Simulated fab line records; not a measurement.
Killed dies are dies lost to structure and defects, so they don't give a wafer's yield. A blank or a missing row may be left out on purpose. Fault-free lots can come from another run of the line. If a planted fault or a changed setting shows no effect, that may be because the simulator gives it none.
fab line records	flow n5_finfet	part 1 of 2: steps 1 to 4 of 6
record lots=20	wafers=60	last_day=18
route steps=1938 shown BEOL_M10@1512 BEOL_M11@1570 BEOL_M12@1616
lots with no fault: from the same line, run without faults
start_h: hours from the record's opening day to when the first of the lot's shown wafers began	wait_h: hours since the lot's step before	" repeats the value in the row above	L1.1+2: one row covering several wafers at once	- either no value or no given start	* or withheld: withheld	< > ~ a bound
route shown NAME@n: a module of which the file shows steps, and the number in the route of the first	usual: mean and standard deviation over wafers with no fault	same: alike in all rows	chamber/n: place in a boat	sites: the reading at each site	_std_site: their standard deviation	_edge_site: outer sites' mean less inner sites'	radius_mm: how far each site lies from the wafer's centre	mask NAME#n: copy n	behind: the tool/chamber that last shaped the wafer	hold: why the lot went on hold/how many hours it stayed there/how the hold came to an end	device: names the non-switching transistor (n, p or np)	end of line: at the end of the route, the tests of the same wafers	a step given without rows: its recipe and nothing more	killed: not the wafer's yield, but the dies lost to structure and defects at the first sort	map: a wafer's dies, marking killed ones x, the rest . and places with no die _
set.NAME: the setting the step ran with; set.NAME@STEP: the setting that earlier step ran with	model.NAME: the simulator's own value behind a step, which no gauge read
the route's steps for a sample of lots (tables are steps, rows are wafers)
services: a tool's chamber out of use, with start hour (start_h, from the record's first day; less than 0 if before it), hours out, and reason
## steps
# step N5_BEOL_M10_TRENCH_ETCH_37
# recipe chemistry=C4F6/O2	target_depth_a=1488.3	target=SiCOH_lowk	time_s=48	ion_energy_ev=250	pressure_mtorr=30	source_w=345	bias_w=185	Ar_flow_sccm=300	C4F6_flow_sccm=10	O2_flow_sccm=10
# usual bias_w=185.0/0.58	chamber_pressure_mTorr=30.000/0.027	drypump_motor_current_A=5.6/0.35	mfc_ar_sccm=300.0/0.93	oes_f_703_au=0.79/0.1	oes_o_777_au=0.79/0.11	oes_product_au=0.80/0.1	rf_vpp_V=667/9.4	showerhead_plenum_p_Torr=2.84/0.1	throttle_valve_pct=20.97/0.24
lot.wafer	tool	chamber	start_h	wait_h	bias_w	chamber_pressure_mTorr	drypump_motor_current_A	mfc_ar_sccm	oes_f_703_au	oes_o_777_au	oes_product_au	rf_hours_counter_h	rf_vpp_V	showerhead_plenum_p_Torr	throttle_valve_pct
L075.1	rie_diel-01	1	-	-	184.3	30.048	5.3	298.6	0.71	0.73	0.69	238	660	2.70	21.49
L075.2	"	0	"	"	185.3	29.977	5.5	298.0	0.69	0.68	0.71	199	672	2.94	21.00
L075.6	"	2	"	"	185.4	29.981	5.8	301.3	0.69	0.69	0.67	-	651	2.81	21.07
L074.3	rie_diel-01	1	-	-	185.9	29.984	5.3	299.7	0.71	0.73	0.69	239	660	2.70	21.48
L074.5	"	3	"	"	184.1	30.022	5.5	300.9	0.69	0.69	0.71	-	667	2.80	20.91
L074.6	"	2	"	"	184.7	30.002	5.8	298.7	0.69	0.69	0.68	-	651	2.81	21.07
L076.4	rie_diel-01	1	-	-	184.7	29.951	5.3	300.4	0.71	0.73	0.69	243	659	2.70	21.49
L076.5	"	2	"	"	185.6	30.010	5.8	300.6	0.69	0.69	0.68	-	650	2.81	21.09
L076.6	"	3	"	"	185.5	29.945	5.5	299.3	0.69	0.69	0.70	-	668	2.80	20.93
L077.2	rie_diel-06	0	-	-	185.2	29.993	6.5	299.6	0.73	0.75	0.76	157	679	2.73	20.96
L077.5	"	1	"	"	184.4	30.048	5.4	300.1	0.86	0.85	0.86	-	653	2.76	20.43
L077.6	"	3	"	"	185.6	29.985	5.6	300.7	0.83	0.82	0.87	-	662	2.79	21.24
L078.3	rie_diel-06	3	-	-	185.1	29.967	5.5	301.2	0.83	0.81	0.84	54	662	2.79	21.24
L078.4	"	0	"	"	184.8	30.020	6.5	301.3	0.72	0.75	0.74	159	679	2.73	20.96
L078.6	"	2	"	"	184.5	29.979	5.3	299.6	0.89	0.89	0.89	-	680	2.88	20.67
L080.2	rie_diel-03	1	-	-	185.1	29.970	5.7	299.3	0.96	0.94	0.96	17	661	2.93	21.08
L080.5	"	0	"	"	184.5	29.980	5.4	299.8	0.69	0.72	0.70	-	668	2.71	21.00
L080.6	"	3	"	"	184.5	30.030	6.6	298.0	0.79	0.79	0.78	-	679	2.98	20.78
L081.1	rie_diel-06	3	-	-	185.5	30.006	5.6	299.5	0.82	0.80	0.83	65	663	2.78	21.23
L081.4	"	1	"	"	186.1	30.046	5.5	298.8	0.85	0.84	0.86	53	654	2.75	20.44
L081.5	"	3	"	"	185.9	30.000	5.6	300.1	0.82	0.80	0.84	-	663	2.78	21.23
L082.1	rie_diel-03	3	-	-	184.6	29.988	6.6	300.7	0.78	0.78	0.77	120	678	2.97	20.80
L082.3	"	1	"	"	185.3	29.987	5.7	300.4	0.92	0.92	0.94	30	662	2.92	21.10
L082.4	"	0	"	"	184.3	29.978	5.3	299.8	0.69	0.71	0.69	226	669	2.71	21.04
L084.2	rie_diel-01	1	-	-	184.4	30.040	5.4	299.7	0.99	1.02	0.99	5	671	3.03	21.16
L084.3	"	0	"	"	184.4	29.963	5.5	299.8	0.67	0.66	0.69	225	672	2.93	21.02
L084.5	"	3	"	"	184.8	30.012	5.5	302.0	0.68	0.68	0.70	-	669	2.79	20.95
L088.1	rie_diel-01	3	-	-	185.1	30.042	5.5	299.0	0.67	0.68	0.69	245	669	2.79	20.96
L088.5	"	1	"	"	184.1	29.987	5.3	300.0	0.99	1.01	0.97	-	670	3.03	21.17
L088.6	"	0	"	"	185.4	29.941	5.5	300.9	0.67	0.66	0.69	-	671	2.93	21.04
L085.2	rie_diel-03	0	-	-	185.7	29.976	5.4	299.3	0.68	0.71	0.69	230	669	2.71	21.03
L085.3	"	1	"	"	184.6	30.046	5.7	299.3	0.92	0.91	0.92	34	662	2.92	21.07
L085.4	"	3	"	"	184.8	29.986	6.6	299.0	0.77	0.77	0.77	123	677	2.97	20.83
L086.1	rie_diel-01	0	-	-	186.5	29.985	5.5	300.0	0.67	0.66	0.68	233	671	2.93	21.05
L086.5	"	3	"	"	185.2	30.001	5.5	299.3	0.67	0.67	0.69	-	668	2.79	20.99
L086.6	"	0	"	"	185.5	30.037	5.5	299.7	0.67	0.66	0.68	-	671	2.93	21.04
L089.2	rie_diel-01	1	-	-	185.7	29.996	5.3	302.8	0.95	0.98	0.94	18	672	3.03	21.18
L089.5	"	1	"	"	186.2	29.989	5.3	300.7	0.96	0.99	0.94	-	672	3.03	21.18
L089.6	"	2	"	"	184.6	29.978	5.8	299.7	0.96	0.97	0.95	-	651	2.80	20.69
L092.1	rie_diel-01	0	-	-	185.4	29.971	5.5	298.6	0.66	0.66	0.68	239	671	2.92	21.06
L092.4	"	2	"	"	185.5	30.013	5.8	300.3	0.95	0.95	0.95	-	652	2.80	20.71
L092.6	"	1	"	"	184.6	29.990	5.3	299.2	0.95	0.98	0.95	-	672	3.03	21.18
L091.1	rie_diel-06	1	-	-	184.2	30.047	5.5	300.3	0.82	0.82	0.83	70	654	2.74	20.46
L091.2	"	0	"	"	184.0	30.024	6.5	300.1	0.71	0.73	0.72	186	678	2.72	21.01
L091.3	"	2	"	"	183.5	30.022	5.3	299.2	0.84	0.85	0.86	51	681	2.87	20.68
L093.1	rie_diel-06	2	-	-	184.5	29.992	5.3	300.1	0.84	0.85	0.86	54	680	2.87	20.70
L093.2	"	0	"	"	184.6	29.973	6.5	301.3	0.71	0.72	0.71	190	677	2.72	21.02
L093.4	"	3	"	"	185.1	30.033	5.5	298.5	0.80	0.77	0.81	84	661	2.77	21.25
L094.1	rie_diel-01	2	-	-	184.6	30.009	5.8	300.2	0.92	0.92	0.91	14	654	2.80	20.73
L094.5	"	1	"	"	185.9	29.982	5.3	299.4	0.93	0.95	0.91	-	671	3.02	21.17
L094.6	"	0	"	"	184.9	29.994	5.5	300.3	0.66	0.65	0.68	-	672	2.92	21.06
L095.3	rie_diel-06	0	-	-	184.9	29.983	6.5	299.1	0.70	0.72	0.71	195	678	2.72	21.02
L095.5	"	2	"	"	185.1	29.978	5.4	299.2	0.83	0.83	0.85	-	679	2.87	20.69
L095.6	"	3	"	"	185.7	29.991	5.5	301.2	0.79	0.77	0.81	-	661	2.77	21.27
L096.1	rie_diel-01	3	-	-	185.5	29.962	5.5	300.2	0.89	0.90	0.91	10	666	2.78	20.57
L096.2	"	1	"	"	186.0	29.993	5.3	299.1	0.92	0.95	0.90	38	670	3.02	21.20
L096.4	"	3	"	"	186.5	30.036	5.5	300.8	0.91	0.90	0.91	-	668	2.78	20.59
L097.2	rie_diel-06	0	-	-	184.5	29.964	6.5	301.3	0.70	0.71	0.71	204	677	2.71	21.05
L097.3	"	3	"	"	185.3	29.986	5.5	300.2	0.78	0.76	0.80	96	664	2.77	21.28
L097.5	"	3	"	"	184.2	29.970	5.5	298.6	0.79	0.77	0.80	-	662	2.77	21.27
# step N5_BEOL_M11_INSPECT_30
# recipe mode=adi	inspect_instrument=brightfield
# usual raw_defect_count=484/110
lot.wafer	tool	chamber	start_h	wait_h	raw_defect_count
L075.1	defect_inspect-02	-	253.48	0.0	549
L075.2	"	-	"	"	563
L075.6	"	-	"	"	378
L074.3	defect_inspect-01	-	255.67	0.0	364
L074.5	"	-	"	"	596
L074.6	"	-	"	"	540
L076.4	defect_inspect-01	-	266.93	0.0	410
L076.5	"	-	"	"	425
L076.6	"	-	"	"	253
L077.2	defect_inspect-02	-	270.53	0.0	431
L077.5	"	-	"	"	344
L077.6	"	-	"	"	432
L078.3	defect_inspect-02	-	275.17	0.0	793
L078.4	"	-	"	"	519
L078.6	"	-	"	"	606
L080.2	defect_inspect-01	-	277.84	0.0	554
L080.5	"	-	"	"	503
L080.6	"	-	"	"	609
L081.1	defect_inspect-01	-	305.57	0.0	296
L081.4	"	-	"	"	348
L081.5	"	-	"	"	380
L084.2	defect_inspect-02	-	316.69	0.0	296
L084.3	"	-	"	"	530
L084.5	"	-	"	"	416
L082.1	defect_inspect-01	-	316.85	0.0	368
L082.3	"	-	"	"	440
L082.4	"	-	"	"	521
L088.1	defect_inspect-02	-	318.72	0.0	378
L088.5	"	-	"	"	523
L088.6	"	-	"	"	548
L085.2	defect_inspect-02	-	324.44	0.0	499
L085.3	"	-	"	"	456
L085.4	"	-	"	"	422
L086.1	defect_inspect-02	-	333.78	0.0	417
L086.5	"	-	"	"	503
L086.6	"	-	"	"	501
L089.2	defect_inspect-02	-	340.05	0.0	536
L089.5	"	-	"	"	620
L089.6	"	-	"	"	441
L092.1	defect_inspect-02	-	345.86	0.0	765
L092.4	"	-	"	"	632
L092.6	"	-	"	"	581
L091.1	defect_inspect-02	-	353.46	0.0	640
L091.2	"	-	"	"	572
L091.3	"	-	"	"	400
L093.1	defect_inspect-02	-	361.24	0.0	450
L093.2	"	-	"	"	391
L093.4	"	-	"	"	479
L094.1	defect_inspect-01	-	363.02	0.0	484
L094.5	"	-	"	"	446
L094.6	"	-	"	"	354
L095.3	defect_inspect-01	-	370.64	0.0	433
L095.5	"	-	"	"	409
L095.6	"	-	"	"	474
L096.1	defect_inspect-02	-	389.76	0.0	369
L096.2	"	-	"	"	399
L096.4	"	-	"	"	521
L097.2	defect_inspect-02	-	398.58	0.0	476
L097.3	"	-	"	"	409
L097.5	"	-	"	"	287
# step N5_BEOL_M11_STRIP_36
# recipe chemistry=N2/H2	power_w=450	temp_c=40	pressure_mtorr=20	rf_frequency_hz=6e+07	overash_fraction=0.3	bias_power_w=7	h2_frac=0.5	n2_flow_sccm=200	h2_flow_sccm=200
# usual chamber_pressure_mTorr=20.00/0.039	drypump_motor_current_A=5.6/0.49	oes_product_au=0.82/0.081	rf_vpp_V=59.4/1.8	showerhead_plenum_p_Torr=2.57/0.11	throttle_valve_pct=23.8/0.32
lot.wafer	tool	chamber	start_h	wait_h	chamber_pressure_mTorr	drypump_motor_current_A	oes_product_au	rf_hours_counter_h	rf_vpp_V	showerhead_plenum_p_Torr	throttle_valve_pct
L075.1	rie_diel-04	0	253.80	0.0	20.01	4.8	0.88	29	59.9	2.71	23.3
L075.2	"	1	"	"	19.97	5.2	0.68	247	60.2	2.49	23.5
L075.6	"	0	"	"	19.92	4.8	0.87	-	58.9	2.71	23.4
L074.3	rie_diel-02	1	256.30	0.0	20.01	5.1	0.91	33	56.3	2.48	23.9
L074.5	"	2	"	"	19.96	5.8	0.85	-	60.7	2.69	23.9
L074.6	"	3	"	"	20.02	5.7	0.90	-	60.3	2.50	24.1
L076.4	rie_diel-02	3	267.23	0.0	20.02	5.7	0.89	47	62.8	2.49	24.0
L076.5	"	0	"	"	19.93	5.7	0.69	-	61.0	2.52	23.9
L076.6	"	1	"	"	19.93	5.1	0.89	-	60.6	2.48	23.8
L077.2	rie_diel-02	0	270.83	0.0	20.05	5.7	0.70	218	60.2	2.52	23.8
L077.5	"	1	"	"	20.03	5.1	0.87	-	59.6	2.48	23.8
L077.6	"	0	"	"	19.98	5.7	0.69	-	56.9	2.52	23.8
L078.3	rie_diel-04	3	275.50	0.0	20.00	6.2	0.76	150	59.3	2.46	24.3
L078.4	"	3	"	"	19.97	6.2	0.76	-	54.7	2.46	24.3
L078.6	"	2	"	"	19.95	6.2	0.82	-	57.7	2.68	23.9
L080.2	rie_diel-05	3	278.34	0.0	19.97	5.9	0.83	71	60.7	2.69	23.6
L080.5	"	1	"	"	20.00	6.3	0.70	-	59.8	2.53	24.3
L080.6	"	3	"	"	19.95	5.9	0.83	-	59.3	2.69	23.6
L081.1	rie_diel-04	2	305.88	0.0	20.02	6.1	0.81	77	61.1	2.68	23.9
L081.4	"	1	"	"	20.05	5.2	0.99	6	62.7	2.49	23.3
L081.5	"	0	"	"	20.00	4.8	0.86	-	59.1	2.70	23.4
L084.2	rie_diel-04	3	316.99	0.0	20.07	6.2	0.76	163	61.8	2.45	24.3
L084.3	"	2	"	"	20.01	6.1	0.80	81	59.8	2.67	23.9
L084.5	"	1	"	"	20.08	5.2	0.98	-	60.4	2.49	23.2
L082.1	rie_diel-04	1	317.45	0.0	19.99	5.2	1.00	10	57.0	2.49	23.3
L082.3	"	2	"	"	20.00	6.1	0.80	81	60.7	2.68	23.9
L082.4	"	0	"	"	20.03	4.8	0.86	50	58.5	2.70	23.4
L088.1	rie_diel-04	2	319.03	0.0	20.02	6.2	0.78	81	64.3	2.67	23.9
L088.5	"	3	"	"	19.99	6.2	0.75	-	57.3	2.45	24.3
L088.6	"	0	"	"	19.98	4.8	0.84	-	59.1	2.70	23.4
L085.2	rie_diel-05	1	325.09	0.0	19.99	6.3	0.68	232	60.2	2.52	24.3
L085.3	"	3	"	"	20.02	5.9	0.82	88	59.5	2.68	23.6
L085.4	"	2	"	"	19.99	5.5	0.77	133	60.9	2.44	23.8
L086.1	rie_diel-05	0	334.13	0.0	19.99	5.4	0.94	11	60.5	2.73	24.0
L086.5	"	1	"	"	20.02	6.4	0.68	-	59.4	2.52	24.3
L086.6	"	0	"	"	19.87	5.4	0.93	-	61.0	2.73	24.0
L089.2	rie_diel-02	1	340.36	0.0	19.98	5.1	0.85	61	60.4	2.47	23.9
L089.5	"	0	"	"	19.95	5.7	0.68	-	60.1	2.51	23.8
L089.6	"	1	"	"	20.02	5.1	0.85	-	58.9	2.47	23.9
L092.1	rie_diel-02	2	346.17	0.0	19.98	5.9	0.81	83	56.3	2.68	23.9
L092.4	"	0	"	"	20.06	5.8	0.67	244	60.2	2.51	23.9
L092.6	"	0	"	"	20.01	5.8	0.68	-	61.6	2.51	23.9
L091.1	rie_diel-04	0	353.77	0.0	20.01	4.8	0.82	62	59.1	2.69	23.4
L091.2	"	2	"	"	20.02	6.1	0.78	91	59.5	2.67	24.0
L091.3	"	1	"	"	19.98	5.2	0.95	21	61.2	2.48	23.3
L093.1	rie_diel-02	3	361.55	0.0	19.96	5.7	0.84	79	59.3	2.48	24.1
L093.2	"	1	"	"	20.07	5.1	0.84	68	57.6	2.46	23.9
L093.4	"	0	"	"	19.98	5.7	0.69	-	59.7	2.51	23.9
L094.1	rie_diel-05	1	363.32	0.0	19.99	6.3	0.68	244	56.4	2.52	24.3
L094.5	"	3	"	"	20.03	5.9	0.80	-	62.6	2.67	23.7
L094.6	"	0	"	"	20.02	5.4	0.94	-	62.1	2.72	24.0
L095.3	rie_diel-02	3	370.94	0.0	19.98	5.7	0.84	84	58.0	2.48	24.1
L095.5	"	1	"	"	20.00	5.1	0.84	-	59.1	2.46	23.8
L095.6	"	3	"	"	20.01	5.7	0.83	-	57.8	2.48	24.1
L096.1	rie_diel-05	3	390.07	0.0	19.95	5.9	0.79	104	59.1	2.67	23.7
L096.2	"	2	"	"	19.98	5.5	0.77	151	59.0	2.43	23.8
L096.4	"	0	"	"	20.01	5.4	0.90	-	62.4	2.72	24.0
L097.2	rie_diel-05	3	398.88	0.0	19.95	5.9	0.80	107	60.0	2.67	23.6
L097.3	"	0	"	"	20.06	5.4	0.89	29	62.7	2.72	24.0
L097.5	"	0	"	"	20.02	5.4	0.91	-	61.1	2.72	24.0
# step N5_BEOL_M11_SPUTTER_48
# recipe material=Cu	target_thk_a=120	temp_c=-20	bias_v=60	power_w=26000	chamber_pressure_pa=0.13	time_s=2
# usual throttle_valve_pct=29.9/0.87
lot.wafer	tool	chamber	start_h	wait_h	throttle_valve_pct
L075.1	pvd_sputter-02	-	255.78	0.2	30.4
L075.2	"	-	"	"	30.0
L075.6	"	-	"	"	29.8
L074.3	pvd_sputter-03	-	259.90	0.1	31.4
L074.5	"	-	"	"	29.7
L074.6	"	-	"	"	31.4
L076.4	pvd_sputter-01	-	271.41	1.1	30.9
L076.5	"	-	"	"	31.0
L076.6	"	-	"	"	30.4
L077.2	pvd_sputter-01	-	272.59	0.1	30.9
L077.5	"	-	"	"	30.4
L077.6	"	-	"	"	29.2
L078.3	pvd_sputter-01	-	277.29	0.1	30.4
L078.4	"	-	"	"	30.7
L078.6	"	-	"	"	30.7
L080.2	pvd_sputter-01	-	281.27	0.1	29.2
L080.5	"	-	"	"	29.1
L080.6	"	-	"	"	30.3
L081.1	pvd_sputter-03	-	307.59	0.1	31.5
L081.4	"	-	"	"	28.1
L081.5	"	-	"	"	28.1
L084.2	pvd_sputter-02	-	318.52	0.1	29.6
L084.3	"	-	"	"	30.5
L084.5	"	-	"	"	29.6
L082.1	pvd_sputter-02	-	319.40	0.1	29.7
L082.3	"	-	"	"	30.1
L082.4	"	-	"	"	30.6
L088.1	pvd_sputter-03	-	321.10	0.1	29.0
L088.5	"	-	"	"	31.4
L088.6	"	-	"	"	29.3
L085.2	pvd_sputter-01	-	327.65	0.1	30.5
L085.3	"	-	"	"	30.3
L085.4	"	-	"	"	29.0
L086.1	pvd_sputter-02	-	336.39	0.6	29.7
L086.5	"	-	"	"	29.6
L086.6	"	-	"	"	29.6
L089.2	pvd_sputter-03	-	344.19	0.6	28.9
L089.5	"	-	"	"	29.8
L089.6	"	-	"	"	31.4
L092.1	pvd_sputter-01	-	349.34	0.1	30.7
L092.4	"	-	"	"	30.3
L092.6	"	-	"	"	31.2
L091.1	pvd_sputter-03	-	355.72	0.1	29.7
L091.2	"	-	"	"	31.6
L091.3	"	-	"	"	29.3
L093.1	pvd_sputter-02	-	363.33	0.1	29.8
L093.2	"	-	"	"	29.7
L093.4	"	-	"	"	29.9
L094.1	pvd_sputter-03	-	366.99	0.1	29.5
L094.5	"	-	"	"	29.8
L094.6	"	-	"	"	31.6
L095.3	pvd_sputter-03	-	373.99	0.2	31.8
L095.5	"	-	"	"	29.0
L095.6	"	-	"	"	28.2
L096.1	pvd_sputter-01	-	391.56	0.1	30.1
L096.2	"	-	"	"	31.2
L096.4	"	-	"	"	30.5
L097.2	pvd_sputter-02	-	400.55	0.1	29.5
L097.3	"	-	"	"	30.5
L097.5	"	-	"	"	29.8
